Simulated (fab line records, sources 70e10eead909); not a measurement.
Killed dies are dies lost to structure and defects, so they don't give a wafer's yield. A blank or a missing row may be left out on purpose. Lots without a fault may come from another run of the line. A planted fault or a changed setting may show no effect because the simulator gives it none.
fab line records | flow nand_harc
record lots=23 wafers=69 last_day=33
route steps=1302 shown A_SGD_CUT@910 A_SLIT@938 A_WL_FILL@965 A_CONTACT@1000
lots that met no fault: from a run of the same line without faults
start_h: hours from the record's first day to the start of the lot's first wafer shown | wait_h: hours since the lot's step before | " the same as in the row above | L1.1+2: a row that stands for several wafers | - no value, or no start given | * or withheld: withheld | < > ~ a bound
route shown NAME@n: a module of which the file shows steps, and the number in the route of the first | usual: mean/standard deviation of fault-free wafers | same: alike in all rows | chamber/n: place in a boat | sites: the reading at each site | _std_site: their standard deviation | _edge_site: outer sites' mean less inner sites' | radius_mm: how far each site lies from the wafer's centre | mask NAME#n: copy n | behind: the tool/chamber that last shaped the wafer | hold: why the lot was held/for how many hours/how that ended | device: the transistor (n, p or np) that didn't switch | end of line: the same wafers' tests at the end of the route | a step without rows: its recipe alone | killed: dies lost to structure and defects at the first sort, not the wafer's yield | map: a wafer's dies, x killed, . not, _ none there
set.NAME: the setting as run; set.NAME@STEP: as run at that earlier step | model.NAME: the simulator's own value behind a step, which no gauge read
steps of the route over a sample of lots; a table a step, a row a wafer
services: from which hour (start_h, from the record's first day; less than 0 if before it) a tool's chamber was out of use, for how many hours, and why
## steps
# step NHARC_A_SGD_CUT_STRIP_17
# recipe o2_flow_sccm=500 ar_flow_sccm=0 bias_w=0 chemistry=O2
# usual drypump_motor_current_A=5.9/0.41 oes_product_au=0.999/0.01 rf_vpp_V=57.7/0.79 showerhead_plenum_p_Torr=3.51/0.12 throttle_valve_pct=17.037/0.0096
# same bias_w=0
# columns lot.wafer tool chamber start_h wait_h drypump_motor_current_A oes_product_au rf_hours_counter_h rf_vpp_V showerhead_plenum_p_Torr throttle_valve_pct
L074.1 rie_diel-06 0 - - 6.2 0.990 11 58.4 3.58 17.021
L074.5 " 1 " " 6.0 0.997 - 58.2 3.53 17.037
L074.6 " 2 " " 5.7 0.991 - 57.4 3.52 17.030
L075.1 rie_diel-01 3 - - 6.2 1.004 4 59.5 3.70 17.043
L075.5 " 0 " " 5.8 1.000 - 57.6 3.41 17.022
L075.6 " 1 " " 6.5 1.013 - 57.4 3.44 17.050
L076.3 rie_diel-01 1 - - 6.5 0.998 6 56.9 3.44 17.030
L076.6 " 0 " " 5.8 1.001 - 57.3 3.41 17.035
L076.5 " 1 " " 6.5 1.005 - 57.1 3.44 17.044
L077.1 rie_diel-01 0 471.53 0.1 5.8 0.995 6 57.0 3.41 17.033
L077.4 " 1 " " 6.5 1.007 6 58.4 3.44 17.031
L077.6 " 3 " " 6.2 1.010 - 58.8 3.70 17.045
L078.1 rie_diel-06 3 - - 5.9 0.981 14 58.5 3.54 17.053
L078.4 " 2 " " 5.7 0.996 13 57.6 3.51 17.033
L078.5 " 0 " " 6.2 0.986 - 57.5 3.58 17.049
L079.1 rie_diel-06 1 - - 6.0 1.005 14 57.9 3.53 17.043
L079.2 " 2 " " 5.7 1.000 13 57.1 3.51 17.043
L079.5 " 2 " " 5.7 1.007 - 56.9 3.51 17.037
L080.3 rie_diel-07 3 - - 5.3 0.988 0 58.6 3.76 17.046
L080.4 " 0 " " 5.9 1.002 0 57.7 3.46 17.049
L080.2 " 2 " " 5.6 0.990 1 56.2 3.37 17.029
L081.3 rie_diel-06 2 - - 5.7 1.003 2 57.0 3.51 17.037
L081.4 " 1 " " 6.0 1.007 1 58.2 3.53 17.041
L081.6 " 2 " " 5.7 1.007 - 59.4 3.51 17.042
L082.4 rie_diel-07 3 - - 5.3 1.010 2 57.3 3.76 17.036
L082.6 " 2 " " 5.6 0.995 - 57.9 3.37 17.059
L082.5 " 3 " " 5.2 1.000 - 55.7 3.76 17.049
L083.1 rie_diel-06 0 - - 6.2 1.001 2 57.4 3.57 17.017
L083.2 " 1 " " 6.0 0.993 2 57.9 3.53 17.024
L083.5 " 3 " " 5.9 0.992 - 58.8 3.54 17.026
L084.2 rie_diel-07 2 - - 5.6 1.001 2 58.3 3.37 17.034
L084.3 " 0 " " 5.9 1.018 2 59.0 3.46 17.026
L084.6 " 3 " " 5.3 1.013 - 58.5 3.76 17.041
L086.3 rie_diel-01 2 - - 4.9 1.026 11 58.1 3.42 17.042
L086.6 " 3 " " 6.2 1.005 - 58.2 3.69 17.034
L086.5 " 0 " " 5.8 1.000 - 56.1 3.40 17.030
L085.4 rie_diel-06 3 - - 5.9 1.004 4 57.6 3.54 17.040
L085.6 " 1 " " 6.0 1.004 - 57.0 3.53 17.023
L085.5 " 2 " " 5.7 1.010 - 57.8 3.51 17.056
L087.3 rie_diel-07 3 - - 5.2 1.011 3 57.3 3.76 17.046
L087.4 " 1 " " 6.5 0.994 2 55.4 3.39 17.040
L087.5 " 3 " " 5.3 1.012 - 57.3 3.76 17.040
L088.4 rie_diel-01 0 - - 5.8 0.990 1 56.8 3.40 17.041
L088.2 " 2 " " 4.9 0.996 2 56.9 3.42 17.035
L088.5 " 3 " " 6.2 0.998 - 58.2 3.69 17.042
L091.3 rie_diel-06 0 - - 6.2 0.992 8 56.9 3.57 17.039
L091.1 " 1 " " 6.0 1.007 8 56.6 3.52 17.031
L091.6 " 3 " " 5.9 0.999 - 57.7 3.54 17.036
L090.3 rie_diel-06 1 - - 6.0 1.004 8 57.3 3.52 17.042
L090.6 " 3 " " 6.0 0.989 - 58.3 3.54 17.028
L090.5 " 1 " " 6.0 0.996 - 57.9 3.52 17.057
L092.3 rie_diel-07 2 - - 5.6 0.990 7 56.7 3.37 17.043
L092.4 " 3 " " 5.3 1.010 8 57.9 3.76 17.028
L092.6 " 2 " " 5.6 0.986 - 57.5 3.37 17.039
L093.1 rie_diel-01 0 - - 5.8 0.991 4 56.9 3.40 17.033
L093.2 " 1 " " 6.5 0.996 4 58.3 3.43 17.054
L093.3 " 2 " " 4.9 0.998 4 57.8 3.42 17.037
L095.2 rie_diel-01 0 - - 5.8 0.989 6 56.7 3.40 17.028
L095.1 " 2 " " 4.9 1.006 5 57.6 3.42 17.024
L095.4 " 3 " " 6.2 1.003 5 58.1 3.69 17.024
L094.6 rie_diel-06 2 - - 5.7 1.012 - 58.7 3.51 17.054
L094.4 " 0 " " 6.2 0.989 - 57.6 3.57 17.053
L094.5 " 1 " " 6.0 1.002 - 58.3 3.52 17.045
L097.4 rie_diel-01 2 - - 4.9 0.997 6 57.7 3.42 17.055
L097.5 " 0 " " 5.8 0.984 - 57.9 3.40 17.046
L097.6 " 1 " " 6.5 1.000 - 57.2 3.43 17.043
L096.4 rie_diel-07 3 - - 5.3 1.005 1 58.3 3.76 17.024
L096.3 " 0 " " 5.8 1.011 1 58.1 3.46 17.031
L096.5 " 1 " " 6.5 0.981 - 57.9 3.39 17.029
# step NHARC_A_SLIT_ETCH_15
# recipe target_depth_a=62000 over_etch_frac=0.3 time_s=1612 ion_energy_ev=150 o2_flow_sccm=400 cos_flow_sccm=20 ar_flow_sccm=0 rf_w=500 bias_w=300 chemistry=O2/COS
# usual bias_w=300.0/0.85 drypump_motor_current_A=5.6/0.4 oes_product_au=1.001/0.0086 rf_vpp_V=312.7/1.7 showerhead_plenum_p_Torr=3.01/0.093 throttle_valve_pct=28.330/0.0086
# columns lot.wafer tool chamber start_h wait_h bias_w drypump_motor_current_A oes_product_au rf_hours_counter_h rf_vpp_V showerhead_plenum_p_Torr throttle_valve_pct
L074.1 rie_diel-09 2 - - 300.4 5.7 0.995 9 312.5 3.03 28.330
L074.6 " 2 " " 300.2 5.7 0.991 - 313.7 3.03 28.315
L074.5 " 3 " " 300.9 5.1 0.992 - 314.1 3.10 28.343
L075.1 rie_diel-09 3 - - 300.0 5.0 0.993 11 313.9 3.10 28.345
L075.6 " 3 " " 301.6 5.1 0.996 - 315.7 3.10 28.333
L075.5 " 0 " " 300.7 5.5 1.010 - 314.4 3.21 28.331
L076.3 rie_diel-05 0 - - 299.2 5.3 0.994 4 312.3 2.92 28.346
L076.6 " 3 " " 302.5 4.9 0.998 - 312.2 3.00 28.327
L076.5 " 0 " " 299.3 5.3 0.995 - 309.9 2.92 28.327
L077.4 rie_diel-09 3 - - 299.8 5.1 0.984 12 314.7 3.10 28.329
L077.1 " 1 " " 300.3 5.8 1.003 9 313.6 2.98 28.328
L077.6 " 3 " " 300.8 5.1 0.998 - 314.4 3.10 28.335
L078.1 rie_diel-09 3 - - 299.4 5.1 0.986 13 314.1 3.10 28.335
L078.4 " 3 " " 300.4 5.1 0.990 - 312.5 3.10 28.330
L078.5 " 0 " " 300.1 5.5 1.001 - 315.5 3.21 28.335
L079.1 rie_diel-05 3 - - 300.3 4.9 1.004 4 313.8 3.00 28.337
L079.2 " 1 " " 300.9 6.5 1.008 3 312.7 3.00 28.321
L079.5 " 0 " " 300.9 5.3 1.007 - 310.9 2.92 28.346
L080.3 rie_diel-05 0 - - 300.4 5.3 0.992 6 311.7 2.92 28.324
L080.2 " 1 " " 300.1 6.4 0.999 4 311.5 3.00 28.335
L080.4 " 2 " " 298.7 5.2 0.990 4 311.8 2.94 28.341
L082.4 rie_diel-08 3 - - 300.2 5.4 1.016 5 312.4 2.93 28.323
L082.6 " 0 " " 298.1 6.0 0.999 - 310.8 2.91 28.339
L082.5 " 1 " " 299.7 6.1 1.000 - 311.5 2.96 28.325
L081.4 rie_diel-05 0 - - 300.1 5.3 0.993 8 311.1 2.92 28.324
L081.3 " 2 " " 300.2 5.2 0.990 6 312.1 2.94 28.332
L081.6 " 0 " " 298.8 5.3 0.990 - 312.1 2.92 28.332
L083.2 rie_diel-09 2 - - 299.9 5.7 0.989 1 313.6 3.02 28.328
L083.1 " 0 " " 299.4 5.4 0.998 1 315.5 3.21 28.337
L083.5 " 2 " " 300.8 5.7 0.985 - 314.5 3.02 28.322
L084.3 rie_diel-09 2 - - 300.4 5.7 1.005 3 311.1 3.02 28.328
L084.2 " 1 " " 300.8 5.8 1.018 2 311.8 2.98 28.338
L084.6 " 3 " " 300.1 5.1 0.998 - 314.9 3.10 28.318
L087.3 rie_diel-08 1 - - 300.4 6.1 0.999 1 312.8 2.96 28.346
L087.4 " 0 " " 298.0 6.0 1.017 1 311.9 2.91 28.339
L087.5 " 1 " " 299.6 6.1 0.997 - 311.1 2.96 28.340
L086.3 rie_diel-05 1 - - 301.3 6.4 1.006 7 315.1 3.00 28.348
L086.5 " 0 " " 301.2 5.3 1.007 - 311.9 2.92 28.329
L086.6 " 1 " " 299.3 6.4 1.008 - 311.3 3.00 28.326
L085.4 rie_diel-09 1 - - 301.4 5.8 1.017 3 312.1 2.98 28.328
L085.5 " 1 " " 299.6 5.8 1.014 - 311.8 2.98 28.327
L085.6 " 2 " " 300.3 5.7 0.993 - 312.8 3.02 28.323
L088.4 rie_diel-08 2 - - 299.5 5.9 1.011 4 310.2 2.92 28.329
L088.2 " 0 " " 300.3 6.0 1.016 2 311.1 2.91 28.326
L088.5 " 3 " " 299.4 5.4 1.007 - 311.4 2.93 28.321
L091.3 rie_diel-09 1 - - 298.8 5.8 1.007 5 312.5 2.98 28.329
L091.1 " 3 " " 300.2 5.1 0.993 6 313.8 3.10 28.328
L091.6 " 1 " " 299.8 5.8 0.992 - 311.6 2.98 28.345
L090.3 rie_diel-09 2 - - 300.9 5.7 0.995 8 312.9 3.02 28.308
L090.6 " 3 " " 300.4 5.1 0.998 - 314.0 3.10 28.338
L090.5 " 0 " " 300.5 5.5 0.996 - 315.9 3.21 28.322
L093.3 rie_diel-08 3 - - 301.6 5.4 1.013 6 310.6 2.93 28.332
L093.1 " 0 " " 299.8 5.9 1.017 5 310.5 2.90 28.336
L093.2 " 1 " " 301.1 6.1 1.006 5 310.8 2.95 28.320
L092.3 rie_diel-05 0 - - 299.6 5.3 1.001 1 312.7 2.92 28.325
L092.6 " 2 " " 299.4 5.2 0.992 - 312.1 2.94 28.329
L092.4 " 1 " " 299.4 6.5 1.017 - 311.8 2.99 28.320
L095.4 rie_diel-09 1 - - 298.7 5.7 1.009 7 311.4 2.98 28.331
L095.1 " 2 " " 299.8 5.7 1.005 9 313.2 3.02 28.322
L095.2 " 0 " " 301.1 5.5 0.991 7 316.1 3.21 28.329
L094.4 rie_diel-08 3 - - 300.5 5.4 0.996 7 310.1 2.93 28.342
L094.5 " 3 " " 300.1 5.4 1.001 - 311.6 2.93 28.336
L094.6 " 0 " " 299.7 5.9 1.007 - 309.2 2.90 28.339
L096.4 rie_diel-09 3 - - 300.4 5.1 1.009 10 314.4 3.09 28.326
L096.3 " 1 " " 298.9 5.8 0.993 9 310.2 2.98 28.321
L096.5 " 0 " " 299.0 5.5 1.002 - 315.8 3.21 28.322
L097.4 rie_diel-09 2 - - 299.6 5.7 0.999 11 314.8 3.02 28.337
L097.5 " 1 " " 300.2 5.8 0.996 - 312.4 2.98 28.330
L097.6 " 2 " " 298.9 5.7 0.995 - 311.6 3.02 28.325
# step NHARC_A_SLIT_CD_MEAS_21
# usual cd_nm=289.6/0.84
# columns lot.wafer tool chamber start_h wait_h cd_nm
L074.1 cd_sem-02 - 468.49 - 290.0
L074.5 " - " " 290.5
L074.6 " - " " 290.0
L075.1 cd_sem-03 - 473.22 - 288.5
L075.5 " - " " 288.1
L075.6 " - " " 287.9
L076.3 cd_sem-01 - 485.94 - 289.5
L076.5 " - " " 288.0
L076.6 " - " " 288.2
L077.1 cd_sem-02 - 486.04 - 289.4
L077.4 " - " " 290.5
L077.6 " - " " 290.7
L078.1 cd_sem-03 - 497.13 - 289.2
L078.4 " - " " 290.1
L078.5 " - " " 291.0
L079.1 cd_sem-03 - 498.26 - 289.3
L079.2 " - " " 290.2
L079.5 " - " " 289.9
L080.2 cd_sem-01 - 509.62 - 289.8
L080.3 " - " " 289.5
L080.4 " - " " 289.6
L082.4 cd_sem-03 - 541.75 - 289.4
L082.5 " - " " 290.0
L082.6 " - " " 290.3
L081.3 cd_sem-01 - 542.39 - 289.4
L081.4 " - " " 290.7
L081.6 " - " " 288.5
L083.1 cd_sem-02 - 545.52 - 290.2
L083.2 " - " " 290.3
L083.5 " - " " 290.2
L084.2 cd_sem-02 - 557.67 - 289.9
L084.3 " - " " 290.4
L084.6 " - " " 290.5
L087.3 cd_sem-02 - 569.42 - 288.6
L087.4 " - " " 289.6
L087.5 " - " " 289.5
L086.3 cd_sem-03 - 569.78 - 289.9
L086.5 " - " " 289.2
L086.6 " - " " 290.6
L085.4 cd_sem-01 - 573.47 - 288.2
L085.5 " - " " 287.6
L085.6 " - " " 288.2
L088.2 cd_sem-01 - 604.15 - 290.9
L088.4 " - " " 290.9
L088.5 " - " " 290.8
L091.1 cd_sem-02 - 615.23 - 289.5
L091.3 " - " " 290.6
L091.6 " - " " 289.9
L090.3 cd_sem-01 - 623.28 - 289.1
L090.5 " - " " 289.6
L090.6 " - " " 289.1
L093.1 cd_sem-01 - 642.86 - 288.5
L093.2 " - " " 289.2
L093.3 " - " " 289.4
L092.3 cd_sem-01 - 642.93 - 289.9
L092.4 " - " " 289.8
L092.6 " - " " 290.5
L095.1 cd_sem-02 - 658.69 - 289.5
L095.2 " - " " 289.5
L095.4 " - " " 289.2
L094.4 cd_sem-01 - 658.88 - 290.6
L094.5 " - " " 289.9
L094.6 " - " " 289.7
L096.3 cd_sem-03 - 675.93 - 289.0
L096.4 " - " " 289.0
L096.5 " - " " 289.1
L097.4 cd_sem-02 - 677.13 - 289.3
L097.5 " - " " 289.9
L097.6 " - " " 289.2
# step NHARC_A_WL_FILL_ALD_10
# recipe target_thk_a=500 pulse_time_s=10 ald_cycles=500 temp_c=300 material=SiO2
# usual heater_power_w=432/34 precursor_pulse_height_rel=0.999/0.02
# columns lot.wafer tool chamber start_h wait_h heater_power_w precursor_pulse_height_rel
L074.1 ald_hk-04 0 481.18 0.6 430 0.979
L074.6 " 3 482.72 2.1 524 0.991
L074.5 " 0 " " 434 1.021
L075.1 ald_hk-01 3 486.67 0.1 419 1.019
L075.5 " 3 488.72 2.1 425 1.005
L075.6 " 0 " " 442 1.012
L077.4 ald_hk-02 3 499.78 0.0 367 1.032
L077.1 " 0 " " 422 0.987
L077.6 " 0 502.34 2.6 419 1.005
L076.3 ald_hk-01 3 499.79 0.1 406 0.974
L076.6 " 3 503.92 4.2 416 1.014
L076.5 " 0 504.96 5.2 437 1.021
L079.1 ald_hk-02 1 511.58 0.1 422 0.982
L079.2 " 3 512.64 1.1 371 0.986
L079.5 " 1 513.70 2.2 432 1.003
L078.1 ald_hk-01 1 512.10 0.6 434 0.977
L078.4 " 2 " " 445 1.007
L078.5 " 0 513.65 2.1 433 0.994
L080.4 ald_hk-02 2 524.41 0.0 458 1.040
L080.2 " 3 " " 367 1.019
L080.3 " 1 525.95 1.6 418 0.980
L082.4 ald_hk-01 2 555.55 0.1 439 1.028
L082.5 " 2 557.58 2.1 441 1.003
L082.6 " 3 " " 427 1.007
L081.3 ald_hk-02 3 556.58 1.1 382 0.988
L081.4 " 0 557.63 2.1 409 0.982
L081.6 " 3 560.76 5.3 377 1.023
L083.2 ald_hk-01 3 562.24 0.6 416 0.999
L083.1 " 0 " " 447 1.014
L083.5 " 3 564.29 2.6 410 1.003
L084.2 ald_hk-04 1 571.33 0.1 419 1.000
L084.3 " 3 572.35 1.1 538 1.013
L084.6 " 1 573.37 2.1 424 1.032
L087.3 ald_hk-02 2 583.29 0.6 441 0.992
L087.4 " 3 " " 376 0.992
L087.5 " 2 585.36 2.6 429 1.001
L086.3 ald_hk-01 0 583.82 1.1 455 1.031
L086.5 " 2 584.86 2.1 434 0.974
L086.6 " 3 " " 422 0.988
L085.4 ald_hk-02 1 588.92 0.0 420 1.007
L085.5 " 1 590.98 2.1 407 1.007
L085.6 " 2 " " 447 1.044
L088.2 ald_hk-01 3 617.50 0.1 425 0.989
L088.4 " 0 618.52 1.1 452 0.945
L088.5 " 0 622.60 5.2 452 0.986
L091.1 ald_hk-02 0 628.78 0.1 420 0.980
L091.3 " 3 630.30 1.6 377 0.999
L091.6 " 0 " " 415 0.997
L090.3 ald_hk-01 1 637.58 1.1 429 1.002
L090.6 " 0 640.70 4.2 441 0.988
L090.5 " 1 641.74 5.3 420 1.027
L093.2 ald_hk-04 3 657.50 0.9 552 0.976
L093.3 " 0 " " 447 1.014
L093.1 " 1 " " 440 0.986
L092.4 ald_hk-02 3 658.19 1.6 375 0.989
L092.3 " 1 659.21 2.6 429 0.953
L092.6 " 2 " " 432 0.999
L095.1 ald_hk-04 2 674.67 2.4 496 1.027
L095.2 " 3 " " 536 1.015
L095.4 " 0 " " 440 1.028
L094.4 ald_hk-02 3 675.40 3.1 383 1.028
L094.6 " 0 676.43 4.2 412 0.986
L094.5 " 1 677.46 5.2 409 0.986
L096.3 ald_hk-01 2 690.18 0.6 455 0.998
L096.4 " 3 " " 425 1.001
L096.5 " 2 692.23 2.6 456 1.005
L097.4 ald_hk-02 0 690.18 0.6 403 1.020
L097.5 " 3 691.74 2.1 377 0.982
L097.6 " 0 " " 402 1.017
# step NHARC_A_WL_FILL_CMP_12
# recipe t_overpolish_s=30 target_thk_nm=100
# usual motor_current_A=12.4/2 overpolish_run_s=30.000/0.0093 slurry_filter_dp_kPa=13.50/0.13 time_to_endpoint_s=19.8/2.7
# columns lot.wafer tool chamber start_h wait_h motor_current_A overpolish_run_s slurry_filter_dp_kPa time_to_endpoint_s
L074.1 cmp-04 2 492.38 0.2 11.8 30.010 13.41 21.5
L074.5 " 1 " " 12.0 30.009 13.31 19.4
L074.6 " 2 " " 12.4 29.980 13.57 21.0
L075.1 cmp-03 0 497.44 0.2 11.8 30.010 13.70 22.7
L075.5 " 2 " " 12.8 29.990 13.54 24.5
L075.6 " 3 " " 17.6 30.006 13.69 24.3
L077.4 cmp-03 1 510.49 0.1 10.6 29.992 13.49 19.9
L077.1 " 0 " " 11.9 29.992 13.44 18.7
L077.6 " 1 " " 10.7 30.002 13.51 17.1
L076.3 cmp-03 0 513.58 0.1 11.8 29.991 13.60 17.7
L076.5 " 0 " " 12.2 29.997 13.56 16.7
L076.6 " 1 " " 10.7 30.011 13.55 16.5
L079.2 cmp-03 1 522.32 0.2 10.4 30.018 13.19 19.3
L079.1 " 3 " " 18.2 30.001 13.45 19.2
L079.5 " 0 " " 11.6 29.993 13.72 20.4
L078.4 cmp-03 1 522.50 0.3 10.4 30.010 13.46 16.1
L078.1 " 2 " " 13.2 29.989 13.45 19.9
L078.5 " 0 " " 11.9 29.979 13.54 17.9
L080.4 cmp-03 2 535.07 0.1 12.2 29.997 13.64 21.4
L080.2 " 0 " " 11.3 29.989 13.57 18.9
L080.3 " 1 " " 10.7 29.989 13.50 19.2
L082.4 cmp-01 3 566.18 0.2 11.8 30.012 13.31 13.4
L082.5 " 0 " " 11.1 30.001 13.57 19.3
L082.6 " 1 " " 12.8 29.999 13.46 13.7
L081.3 cmp-03 2 569.37 0.1 12.8 30.022 13.33 22.6
L081.4 " 3 " " 17.4 30.011 13.42 21.8
L081.6 " 0 " " 11.0 30.001 13.47 20.5
L083.2 cmp-04 1 572.49 0.2 12.7 29.995 13.35 17.0
L083.1 " 3 " " 11.6 29.989 13.71 17.1
L083.5 " 1 " " 12.9 29.994 13.46 16.2
L084.2 cmp-03 3 582.01 0.2 17.7 30.000 13.42 20.8
L084.3 " 0 " " 11.8 29.983 13.44 16.6
L084.6 " 2 " " 13.1 30.019 13.69 18.6
L087.4 cmp-01 2 593.42 0.1 11.4 30.004 13.46 16.6
L087.3 " 3 " " 11.3 29.995 13.49 18.1
L087.5 " 1 " " 12.4 29.997 13.52 17.8
L086.3 cmp-03 0 593.49 0.2 11.8 30.020 13.24 20.8
L086.5 " 1 " " 10.3 30.001 13.62 20.0
L086.6 " 2 " " 12.9 29.999 13.48 26.0
L085.4 cmp-04 0 599.66 0.1 11.3 29.999 13.51 26.1
L085.5 " 3 " " 12.7 30.014 13.51 18.1
L085.6 " 0 " " 11.5 30.005 13.46 23.8
L088.4 cmp-04 2 631.37 0.1 11.5 29.998 13.60 21.5
L088.2 " 3 " " 11.7 30.007 13.45 20.0
L088.5 " 2 " " 11.4 30.012 13.44 20.9
L091.1 cmp-01 3 639.53 0.2 12.2 29.998 13.76 18.1
L091.3 " 0 " " 11.4 29.995 13.61 23.2
L091.6 " 1 " " 12.6 30.002 13.27 17.5
L090.3 cmp-03 3 650.47 0.2 16.8 30.018 13.54 22.4
L090.5 " 1 " " 10.4 29.997 13.52 19.7
L090.6 " 2 " " 12.7 30.010 13.68 22.8
L092.3 cmp-04 2 667.70 0.1 11.5 29.993 13.63 21.8
L092.4 " 0 " " 11.6 29.999 13.54 24.1
L092.6 " 2 " " 12.0 30.005 13.52 25.2
L093.3 cmp-01 1 667.74 0.1 13.6 30.010 13.52 18.2
L093.2 " 2 " " 10.6 29.987 13.10 20.0
L093.1 " 3 " " 11.7 30.008 13.30 17.6
L095.1 cmp-04 0 684.90 0.2 11.5 30.005 13.64 22.0
L095.4 " 2 " " 11.8 29.999 13.30 16.8
L095.2 " 3 " " 12.9 29.985 13.52 15.4
L094.4 cmp-01 0 684.91 0.1 11.0 30.001 13.41 25.2
L094.5 " 0 " " 10.6 30.005 13.34 23.3
L094.6 " 1 " " 12.8 30.005 13.49 17.4
L096.4 cmp-03 0 700.37 0.1 10.9 30.014 13.87 19.5
L096.3 " 1 " " 10.9 30.001 13.49 19.5
L096.5 " 0 " " 11.9 30.008 13.42 19.2
L097.4 cmp-01 2 700.44 0.1 11.0 30.008 13.68 19.0
L097.6 " 1 " " 13.2 30.004 13.41 18.3
L097.5 " 2 " " 11.1 29.997 13.67 19.2
# step NHARC_A_CONTACT_DESCUM_47
# recipe time_s=3 o2_flow_sccm=200 ar_flow_sccm=0 bias_power_w=0 chemistry=O2
# usual drypump_motor_current_A=6.2/0.37 oes_product_au=0.998/0.011 rf_vpp_V=57.7/0.91 showerhead_plenum_p_Torr=1.91/0.1 throttle_valve_pct=11.312/0.009
# columns lot.wafer tool chamber start_h wait_h drypump_motor_current_A oes_product_au rf_hours_counter_h rf_vpp_V showerhead_plenum_p_Torr throttle_valve_pct
L074.1 rie_diel-11 2 499.74 0.1 5.7 1.006 19 56.6 1.77 11.320
L074.5 " 0 " " 5.8 0.998 - 57.0 1.92 11.316
L074.6 " 1 " " 5.5 1.007 - 57.7 1.88 11.313
L075.1 rie_diel-10 2 509.37 0.1 6.5 0.996 11 55.7 1.80 11.303
L075.6 " 2 " " 6.5 0.988 - 56.2 1.80 11.329
L075.5 " 3 " " 6.6 0.992 - 57.0 1.81 11.320
L077.4 rie_diel-11 3 516.98 0.1 6.5 0.987 25 57.7 2.05 11.309
L077.1 " 1 " " 5.5 1.003 27 57.7 1.88 11.317
L077.6 " 0 " " 5.8 0.985 - 58.4 1.91 11.320
L076.3 rie_diel-03 2 519.90 0.1 6.7 0.993 14 56.9 2.05 11.321
L076.6 " 2 " " 6.7 0.990 - 58.5 2.05 11.300
L076.5 " 3 " " 6.2 0.995 - 57.4 1.86 11.303
L079.2 rie_diel-11 0 528.65 0.1 5.8 0.988 30 58.4 1.91 11.304
L079.1 " 1 " " 5.5 0.996 30 57.8 1.88 11.319
L079.5 " 3 " " 6.5 0.986 - 58.6 2.05 11.312
L078.4 rie_diel-11 1 530.03 0.2 5.5 0.985 31 57.3 1.88 11.314
L078.1 " 2 " " 5.7 1.004 28 57.6 1.77 11.311
L078.5 " 3 " " 6.5 0.987 - 59.3 2.05 11.318
L080.4 rie_diel-11 0 544.88 0.1 5.8 0.996 36 56.8 1.91 11.306
L080.2 " 2 " " 5.7 1.006 37 55.9 1.77 11.320
L080.3 " 3 " " 6.5 0.979 36 57.1 2.05 11.317
L082.4 rie_diel-10 3 572.36 0.1 6.5 0.989 23 57.6 1.81 11.309
L082.6 " 1 " " 6.0 0.990 - 57.6 1.96 11.311
L082.5 " 2 " " 6.5 0.992 - 58.2 1.80 11.318
L081.4 rie_diel-10 0 576.12 0.1 6.1 1.005 22 57.7 2.02 11.312
L081.3 " 2 " " 6.5 0.988 23 56.8 1.80 11.305
L081.6 " 1 " " 6.0 1.002 - 58.2 1.96 11.304
L083.1 rie_diel-10 1 579.37 0.1 6.0 0.994 23 58.1 1.96 11.321
L083.2 " 3 " " 6.6 0.975 25 56.6 1.81 11.320
L083.5 " 1 " " 6.0 1.001 - 58.4 1.96 11.310
L084.2 rie_diel-10 1 588.24 0.1 6.0 0.992 24 58.9 1.96 11.330
L084.3 " 0 " " 6.1 1.006 - 58.7 2.02 11.321
L084.6 " 0 " " 6.1 0.995 - 59.0 2.02 11.317
L087.3 rie_diel-03 0 599.78 0.1 6.3 0.998 41 57.8 1.81 11.314
L087.4 " 0 " " 6.3 0.995 - 57.9 1.81 11.308
L087.5 " 2 " " 6.7 0.993 - 56.4 2.04 11.321
L086.3 rie_diel-03 2 599.95 0.1 6.7 0.984 43 59.1 2.04 11.307
L086.6 " 2 " " 6.7 0.987 - 58.0 2.04 11.301
L086.5 " 0 " " 6.4 1.005 - 56.3 1.81 11.331
L085.4 rie_diel-10 1 605.84 0.1 6.0 1.013 0 58.2 1.96 11.312
L085.5 " 2 " " 6.5 0.999 - 58.0 1.79 11.314
L085.6 " 3 " " 6.6 0.981 - 57.5 1.81 11.303
L088.2 rie_diel-11 1 640.40 0.1 5.5 1.016 6 57.5 1.87 11.313
L088.4 " 2 " " 5.7 0.997 6 58.6 2.07 11.307
L088.5 " 1 " " 5.5 1.010 - 58.1 1.87 11.338
L091.3 rie_diel-11 2 645.89 0.1 5.7 1.001 7 58.1 2.07 11.306
L091.1 " 1 " " 5.5 1.019 7 57.4 1.87 11.301
L091.6 " 3 " " 6.5 0.999 - 59.4 2.04 11.302
L090.3 rie_diel-10 1 657.40 0.1 6.0 1.000 9 57.0 1.96 11.321
L090.5 " 2 " " 6.5 0.985 - 58.4 1.79 11.324
L090.6 " 3 " " 6.6 0.980 - 57.9 1.80 11.310
L092.4 rie_diel-11 1 674.98 0.1 5.5 1.014 16 57.8 1.87 11.314
L092.3 " 2 " " 5.7 1.004 16 58.6 2.07 11.334
L092.6 " 2 " " 5.6 1.010 - 58.4 2.07 11.306
L093.1 rie_diel-03 1 676.72 0.1 6.0 1.018 10 57.4 1.78 11.302
L093.2 " 2 " " 6.7 0.987 10 59.3 2.04 11.310
L093.3 " 0 " " 6.3 1.003 10 56.6 1.80 11.300
L095.4 rie_diel-10 2 691.17 0.1 6.5 0.992 15 56.7 1.79 11.310
L095.2 " 3 " " 6.6 1.002 15 56.7 1.80 11.311
L095.1 " 1 " " 6.0 1.001 15 58.6 1.95 11.301
L094.4 rie_diel-03 3 692.15 0.1 6.3 1.011 15 58.1 1.85 11.306
L094.5 " 2 " " 6.7 0.991 - 58.9 2.03 11.309
L094.6 " 3 " " 6.3 1.009 - 56.6 1.85 11.333
L096.4 rie_diel-11 3 711.88 0.1 6.5 1.017 29 58.2 2.03 11.307
L096.3 " 0 " " 5.8 1.008 31 56.8 1.89 11.315
L096.5 " 2 " " 5.6 1.000 - 59.0 2.07 11.305
L097.4 rie_diel-03 3 712.09 0.1 6.3 1.003 21 58.5 1.84 11.304
L097.6 " 3 " " 6.3 1.000 - 56.9 1.84 11.320
L097.5 " 0 " " 6.4 1.007 - 56.9 1.80 11.301
## services
# columns tool chamber start_h hours kind
rie_diel-11 0 426.88 5.3 repair
rie_diel-11 - 432.53 9.0 pm
cmp-03 - 434.84 0.5 repair
cmp-03 - 456.20 4.0 pm
rie_diel-06 3 457.93 9.1 repair
rie_diel-09 1 466.30 2.0 repair
cmp-03 - 469.71 2.4 repair
ald_hk-01 - 476.55 10.0 pm
rie_diel-11 2 480.26 1.8 repair
rie_diel-06 - 484.20 9.0 pm
rie_diel-09 2 490.04 10.1 repair
rie_diel-09 - 497.97 9.0 pm
cmp-03 - 554.20 4.0 pm
cmp-03 - 584.34 1.1 repair
cmp-03 - 601.93 0.9 repair
rie_diel-06 0 604.93 7.4 repair
rie_diel-11 - 609.53 9.0 pm
rie_diel-09 1 623.95 20.0 repair
ald_hk-02 - 634.43 2.5 repair
rie_diel-06 3 636.91 6.2 repair
cmp-03 - 641.63 0.5 repair
cmp-03 - 652.20 4.0 pm
rie_diel-09 - 674.97 9.0 pm
ald_hk-02 - 707.45 10.0 pm
## key
fault none
